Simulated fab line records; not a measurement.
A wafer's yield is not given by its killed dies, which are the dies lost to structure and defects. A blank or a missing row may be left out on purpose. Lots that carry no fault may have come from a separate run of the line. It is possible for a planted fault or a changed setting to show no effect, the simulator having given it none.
What tool caused it? :: flow nand-harc :: Sampling: 24 lots, 72 wafers, 2 of 1302 route steps

WHAT THE GAUGES READ, wafer by wafer
NHARC_P_STI_INSPECT_25. Usual: 215 for raw-defect-count, sd 70.
lot: L074
measured: day 4 05:47
on: defect-inspect-01
raw-defect-count: 211 244 232
flag: 

lot: L075
measured: day 4 18:44
on: defect-inspect-02
raw-defect-count: 356 244 148
flag: 

lot: L076
measured: day 4 18:44
on: defect-inspect-01
raw-defect-count: 234 200 303
flag: 

lot: L077
measured: day 5 08:50
on: defect-inspect-02
raw-defect-count: 211 181 249
flag: 

lot: L078
measured: day 5 13:34
on: defect-inspect-02
raw-defect-count: 172 142 242
flag: 

lot: L079
measured: day 5 23:23
on: defect-inspect-02
raw-defect-count: 202 118 161
flag: 

lot: L080
measured: day 6 12:41
on: defect-inspect-02
raw-defect-count: 170 189 234
flag: 

lot: L081
measured: day 7 05:49
on: defect-inspect-02
raw-defect-count: 202 141 132
flag: 

lot: L082
measured: day 7 10:37
on: defect-inspect-02
raw-defect-count: 329 279 331
flag: 

lot: L083
measured: day 7 21:30
on: defect-inspect-01
raw-defect-count: 294 311 216
flag: 

lot: L084
measured: day 8 03:51
on: defect-inspect-01
raw-defect-count: 326 230 225
flag: 

lot: L085
measured: day 8 14:16
on: defect-inspect-01
raw-defect-count: 213 188 238
flag: 

lot: L086
measured: day 9 06:38
on: defect-inspect-02
raw-defect-count: 173 146 293
flag: 

lot: L087
measured: day 9 06:38
on: defect-inspect-01
raw-defect-count: 318 175 217
flag: 

lot: L088
measured: day 10 01:48
on: defect-inspect-01
raw-defect-count: 236 213 276
flag: 

lot: L089
measured: day 10 01:48
on: defect-inspect-02
raw-defect-count: 203 246 272
flag: 

lot: L090
measured: day 10 14:29
on: defect-inspect-02
raw-defect-count: 215 133 122
flag: 

lot: L091
measured: day 11 00:55
on: defect-inspect-01
raw-defect-count: 210 215 226
flag: 

lot: L092
measured: day 11 15:32
on: defect-inspect-02
raw-defect-count: 125 156 140
flag: 

lot: L093
measured: day 11 21:22
on: defect-inspect-02
raw-defect-count: 117 177 220
flag: 

lot: L094
measured: day 12 07:17
on: defect-inspect-02
raw-defect-count: 274 188 270
flag: 

lot: L095
measured: day 12 18:52
on: defect-inspect-02
raw-defect-count: 301 243 237
flag: 

lot: L096
measured: day 13 06:56
on: defect-inspect-02
raw-defect-count: 185 156 107
flag: 

lot: L097
measured: day 13 11:45
on: defect-inspect-02
raw-defect-count: 147 113 191
flag: 

TOOL THAT RAN EACH LOT (tool first, then ch and the chambers of the sampled wafers, then the start)
lot: L074
NHARC_P_ZERO_WELL_DESCUM_26: rie-diel-11 ch 1,2, day 1 22:37

lot: L075
NHARC_P_ZERO_WELL_DESCUM_26: rie-diel-03 ch 0,3, day 2 08:56

lot: L076
NHARC_P_ZERO_WELL_DESCUM_26: rie-diel-11 ch 1,2,3, day 2 18:46

lot: L077
NHARC_P_ZERO_WELL_DESCUM_26: rie-diel-03 ch 0,2,3, day 3 04:52

lot: L078
NHARC_P_ZERO_WELL_DESCUM_26: rie-diel-02 ch 1,2,3, day 3 14:44

lot: L079
NHARC_P_ZERO_WELL_DESCUM_26: rie-diel-02 ch 0,1, day 4 00:44

lot: L080
NHARC_P_ZERO_WELL_DESCUM_26: rie-diel-03 ch 0,1,2, day 4 10:46

lot: L081
NHARC_P_ZERO_WELL_DESCUM_26: rie-diel-02 ch 1,3, day 4 21:14

lot: L082
NHARC_P_ZERO_WELL_DESCUM_26: rie-diel-02 ch 0,1,2, day 5 06:31

lot: L083
NHARC_P_ZERO_WELL_DESCUM_26: rie-diel-02 ch 0,1,2, day 5 16:40

lot: L084
NHARC_P_ZERO_WELL_DESCUM_26: rie-diel-02 ch 0,3, day 6 02:31

lot: L085
NHARC_P_ZERO_WELL_DESCUM_26: rie-diel-02 ch 1,2,3, day 6 12:56

lot: L086
NHARC_P_ZERO_WELL_DESCUM_26: rie-diel-11 ch 0,2,3, day 6 22:50

lot: L087
NHARC_P_ZERO_WELL_DESCUM_26: rie-diel-03 ch 0,1, day 7 09:22

lot: L088
NHARC_P_ZERO_WELL_DESCUM_26: rie-diel-03 ch 0,3, day 7 18:38

lot: L089
NHARC_P_ZERO_WELL_DESCUM_26: rie-diel-11 ch 1,2, day 8 05:31

lot: L090
NHARC_P_ZERO_WELL_DESCUM_26: rie-diel-02 ch 0,1, day 8 14:43

lot: L091
NHARC_P_ZERO_WELL_DESCUM_26: rie-diel-03 ch 0,1,2, day 9 00:33

lot: L092
NHARC_P_ZERO_WELL_DESCUM_26: rie-diel-02 ch 0,2, day 9 11:42

lot: L093
NHARC_P_ZERO_WELL_DESCUM_26: rie-diel-11 ch 0,1,2, day 9 20:57

lot: L094
NHARC_P_ZERO_WELL_DESCUM_26: rie-diel-03 ch 2,3, day 10 06:45

lot: L095
NHARC_P_ZERO_WELL_DESCUM_26: rie-diel-02 ch 0,1,2, day 10 16:59

lot: L096
NHARC_P_ZERO_WELL_DESCUM_26: rie-diel-02 ch 0,1,2, day 11 02:53

lot: L097
NHARC_P_ZERO_WELL_DESCUM_26: rie-diel-11 ch 2,3, day 11 12:46
- NHARC_P_ZERO_WELL_DESCUM_26: chemistry O2, time 3 s.

AS READ BY THE TOOLS THEMSELVES (means over the sampled wafers that have a number; for cases with no such wafer, the mark the record gives instead)
NHARC_P_ZERO_WELL_DESCUM_26. Usual: drypump-motor-current-A 5.9 A, standard deviation 0.37; oes-product-au 0.997 a.u., standard deviation 0.011; rf-vpp-V 57.7 V, standard deviation 0.96; showerhead-plenum-p-Torr 1.89 Torr, standard deviation 0.086; throttle-valve-pct 11.312 %, standard deviation 0.0089.
lot: L074
tool: rie-diel-11
drypump-motor-current-A (A): 5.6
oes-product-au (a.u.): 1.005
rf-vpp-V (V): 58.1
showerhead-plenum-p-Torr (Torr): 1.89
throttle-valve-pct (%): 11.315
flag: 

lot: L075
tool: rie-diel-03
drypump-motor-current-A (A): 6.2
oes-product-au (a.u.): 0.994
rf-vpp-V (V): 58.0
showerhead-plenum-p-Torr (Torr): 1.90
throttle-valve-pct (%): 11.308
flag: 

lot: L076
tool: rie-diel-11
drypump-motor-current-A (A): 5.9
oes-product-au (a.u.): 1.008
rf-vpp-V (V): 57.9
showerhead-plenum-p-Torr (Torr): 1.85
throttle-valve-pct (%): 11.312
flag: 

lot: L077
tool: rie-diel-03
drypump-motor-current-A (A): 6.4
oes-product-au (a.u.): 1.002
rf-vpp-V (V): 58.3
showerhead-plenum-p-Torr (Torr): 1.85
throttle-valve-pct (%): 11.315
flag: 

lot: L078
tool: rie-diel-02
drypump-motor-current-A (A): 5.7
oes-product-au (a.u.): 0.978
rf-vpp-V (V): 58.0
showerhead-plenum-p-Torr (Torr): 1.90
throttle-valve-pct (%): 11.309
flag: 

lot: L079
tool: rie-diel-02
drypump-motor-current-A (A): 5.7
oes-product-au (a.u.): 0.997
rf-vpp-V (V): 58.1
showerhead-plenum-p-Torr (Torr): 1.97
throttle-valve-pct (%): 11.314
flag: 

lot: L080
tool: rie-diel-03
drypump-motor-current-A (A): 6.3
oes-product-au (a.u.): 0.994
rf-vpp-V (V): 57.1
showerhead-plenum-p-Torr (Torr): 1.83
throttle-valve-pct (%): 11.308
flag: 

lot: L081
tool: rie-diel-02
drypump-motor-current-A (A): 5.8
oes-product-au (a.u.): 0.987
rf-vpp-V (V): 57.8
showerhead-plenum-p-Torr (Torr): 1.94
throttle-valve-pct (%): 11.305
flag: 

lot: L082
tool: rie-diel-02
drypump-motor-current-A (A): 5.6
oes-product-au (a.u.): 0.992
rf-vpp-V (V): 57.5
showerhead-plenum-p-Torr (Torr): 1.95
throttle-valve-pct (%): 11.305
flag: 

lot: L083
tool: rie-diel-02
drypump-motor-current-A (A): 5.6
oes-product-au (a.u.): 0.982
rf-vpp-V (V): 57.2
showerhead-plenum-p-Torr (Torr): 1.95
throttle-valve-pct (%): 11.310
flag: 

lot: L084
tool: rie-diel-02
drypump-motor-current-A (A): 5.7
oes-product-au (a.u.): 0.984
rf-vpp-V (V): 56.5
showerhead-plenum-p-Torr (Torr): 1.82
throttle-valve-pct (%): 11.314
flag: 

lot: L085
tool: rie-diel-02
drypump-motor-current-A (A): 5.7
oes-product-au (a.u.): 0.989
rf-vpp-V (V): 57.6
showerhead-plenum-p-Torr (Torr): 1.89
throttle-valve-pct (%): 11.310
flag: 

lot: L086
tool: rie-diel-11
drypump-motor-current-A (A): 6.0
oes-product-au (a.u.): 1.013
rf-vpp-V (V): 57.0
showerhead-plenum-p-Torr (Torr): 1.85
throttle-valve-pct (%): 11.314
flag: 

lot: L087
tool: rie-diel-03
drypump-motor-current-A (A): 6.3
oes-product-au (a.u.): 0.998
rf-vpp-V (V): 56.7
showerhead-plenum-p-Torr (Torr): 1.84
throttle-valve-pct (%): 11.311
flag: 

lot: L088
tool: rie-diel-03
drypump-motor-current-A (A): 6.3
oes-product-au (a.u.): 1.001
rf-vpp-V (V): 57.5
showerhead-plenum-p-Torr (Torr): 1.88
throttle-valve-pct (%): 11.307
flag: 

lot: L089
tool: rie-diel-11
drypump-motor-current-A (A): 5.6
oes-product-au (a.u.): 1.010
rf-vpp-V (V): 57.4
showerhead-plenum-p-Torr (Torr): 1.84
throttle-valve-pct (%): 11.307
flag: 

lot: L090
tool: rie-diel-02
drypump-motor-current-A (A): 5.7
oes-product-au (a.u.): 1.002
rf-vpp-V (V): 58.0
showerhead-plenum-p-Torr (Torr): 1.96
throttle-valve-pct (%): 11.315
flag: 

lot: L091
tool: rie-diel-03
drypump-motor-current-A (A): 6.3
oes-product-au (a.u.): 1.002
rf-vpp-V (V): 57.7
showerhead-plenum-p-Torr (Torr): 1.82
throttle-valve-pct (%): 11.315
flag: 

lot: L092
tool: rie-diel-02
drypump-motor-current-A (A): 5.5
oes-product-au (a.u.): 0.993
rf-vpp-V (V): 57.4
showerhead-plenum-p-Torr (Torr): 1.89
throttle-valve-pct (%): 11.313
flag: 

lot: L093
tool: rie-diel-11
drypump-motor-current-A (A): 5.7
oes-product-au (a.u.): 1.013
rf-vpp-V (V): 58.1
showerhead-plenum-p-Torr (Torr): 1.89
throttle-valve-pct (%): 11.308
flag: 

lot: L094
tool: rie-diel-03
drypump-motor-current-A (A): 6.4
oes-product-au (a.u.): 1.004
rf-vpp-V (V): 57.9
showerhead-plenum-p-Torr (Torr): 1.85
throttle-valve-pct (%): 11.315
flag: 

lot: L095
tool: rie-diel-02
drypump-motor-current-A (A): 5.6
oes-product-au (a.u.): 1.000
rf-vpp-V (V): 57.5
showerhead-plenum-p-Torr (Torr): 1.94
throttle-valve-pct (%): 11.306
flag: 

lot: L096
tool: rie-diel-02
drypump-motor-current-A (A): 5.6
oes-product-au (a.u.): 0.987
rf-vpp-V (V): 58.3
showerhead-plenum-p-Torr (Torr): 1.94
throttle-valve-pct (%): 11.316
flag: 

lot: L097
tool: rie-diel-11
drypump-motor-current-A (A): 6.0
oes-product-au (a.u.): 1.010
rf-vpp-V (V): 56.5
showerhead-plenum-p-Torr (Torr): 1.79
throttle-valve-pct (%): 11.308
flag: 

THE ANSWER, worked out from the rows above alone
Rule: lot off if the mean of its wafers having a number is beyond 3 standard deviations from the usual mean. A lot without any number at a reading at which 4 lots or more have one is off too. Where the step has rows for the other lots, those lots are counted as sound. Order of review: gauges by route order, followed by the tools' own readings, for which a lot's mean as printed above is used. At the first step where some lot is off, the reading lying furthest off is the one used; lots without a number count as furthest.
None of the lots is off at any reading shown; this tells nothing.

WHAT WAS PUT IN BY THE SIMULATOR
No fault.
